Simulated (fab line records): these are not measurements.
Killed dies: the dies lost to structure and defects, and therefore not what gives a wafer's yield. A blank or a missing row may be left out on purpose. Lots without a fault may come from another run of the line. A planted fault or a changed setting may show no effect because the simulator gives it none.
A struck lot beside a sound one | flow nand-harc | 14 out of 1159 route steps
Sound: the wafers L384.1, L384.2, L384.6. Struck: wafer L392.3. (L392.2, L392.4 of the same lot were not struck and are left out.) The cause comes at the end.
At each step with rows: each side's tool, then ch and its chambers, then its first start. Under that, the readings that differ: sound wafers | struck wafers | difference of the means | sigmas: that difference in standard deviations of wafers without a fault.
alike: a reading whose means differ by less than 2 such deviations, as well as words and numbers matching on both sides. not compared: withheld readings; readings where some wafer has no value; bounds like >300 that might hide an equal value; numbers whose values overlap and for which the record gives no deviation.
Wherever a step has rows on one side only, a row that says differs or no value, or a row with sigmas, the two part there. Numbers that don't overlap but have no deviation are shown without sigmas and don't part them. Lack of a reading on every wafer of one side parts them only where that side has two or more wafers.

first, 1 step without rows for these wafers: NHARC_A_STAIRCASE_HARDBAKE_311 (time 140 s).
NHARC_A_STAIRCASE_DESCUM_312: chemistry O2, time 3 s.
  sound on rie-diel-08 ch 1,2,3, day 13 00:56; struck on rie-diel-12 ch 1, day 15 10:36
  reading                         | sound          | struck | difference | sigmas
  rf-vpp-V (V)                    | 60.8 58.8 59.0 | 57.6   | -1.9       | -2
  showerhead-plenum-p-Torr (Torr) | 2.02 2.03 1.99 | 1.86   | -0.15      | -2
  alike: drypump-motor-current-A, oes-product-au, throttle-valve-pct
  not compared: rf-hours-counter-h
NHARC_A_STAIRCASE_ETCH_313: etches the open film in CF4/CHF3.
  sound on rie-diel-08 ch 2,3, day 13 01:01; struck on rie-diel-12 ch 3, day 15 10:42
  alike: chf3-flow-sccm, drypump-motor-current-A, oes-product-au, rf-vpp-V, showerhead-plenum-p-Torr, throttle-valve-pct
  not compared: rf-hours-counter-h
then, 2 steps without rows for these wafers: NHARC_A_STAIRCASE_HM_OPEN_463 (chemistry O2/COS); NHARC_A_STAIRCASE_STRIP_464 (strips in O2/COS).
NHARC_A_STAIRCASE_ETCH_453: etches the open film in CF4/O2, target depth 30 nm, overetch 3 nm, time 16.5 s.
  sound: rie-diel-08 ch 1,2,3; struck: rie-diel-12 ch 2
  alike: drypump-motor-current-A, oes_o_777_au, oes-product-au, rf-vpp-V, showerhead-plenum-p-Torr, throttle-valve-pct
  not compared: rf-hours-counter-h
then, 1 step without rows for these wafers: NHARC_A_STAIRCASE_ETCH_315 (etches the open film in C4F8/O2/Ar, target depth 2500 nm, time 607.1 s).
NHARC_A_STAIRCASE_STRIP_316: strips in O2.
  sound: rie-diel-08 ch 2,3; struck: rie-diel-12 ch 3
  reading                     | sound          | struck | difference | sigmas
  drypump-motor-current-A (A) | 6.18 5.48 6.21 | 5.18   | -0.78      | -3
  alike: oes-product-au, rf-vpp-V, showerhead-plenum-p-Torr, throttle-valve-pct
  not compared: rf-hours-counter-h
then, 3 steps without rows for these wafers: NHARC_A_STAIRCASE_STRIP_317 (strips in SPM, time 900 s); NHARC_A_STAIRCASE_PRECLEAN_318 (cleans in SC1); NHARC_A_STAIRCASE_SRD_329.
NHARC_A_STAIRCASE_ALD_415: deposits SiO2, target thk 30 nm, pulse time 6 s, ald cycles 300.
  sound on ald-hk-01 ch 0,2,3, day 13 03:03; struck on ald-hk-04 ch 0, day 15 12:35
  reading    | sound       | struck | difference | sigmas
  ald-cycles | 300 300 300 | 367    | +67        |
  alike: heater-power-w, precursor-pulse-height-rel
  not compared: since-wet-clean-h
NHARC_A_STAIRCASE_ETCHBACK_416: etches the open film in C4F8/O2/Ar, target depth 36 nm, time 7.2 s.
  sound: rie-diel-12 ch 2,3; struck: rie-diel-04 ch 3
  alike: oes-product-au, rf-vpp-V
  not compared: rf-hours-counter-h
-- the record jumps here: 8 days lie between the struck wafers' starts before and after (it left off in module A_STAIRCASE and takes up again in module END, whose first step shown is number 1159 of the route) --
NHARC_END_SORT_01:
  the record has rows for the struck wafers here (prober-02 ch 0, day 23 03:38) and none for the sound ones

## WHERE THEY PART
First at NHARC_A_STAIRCASE_DESCUM_312; last, within this record, at NHARC_END_SORT_01.

WHY: what had been put in by the simulator
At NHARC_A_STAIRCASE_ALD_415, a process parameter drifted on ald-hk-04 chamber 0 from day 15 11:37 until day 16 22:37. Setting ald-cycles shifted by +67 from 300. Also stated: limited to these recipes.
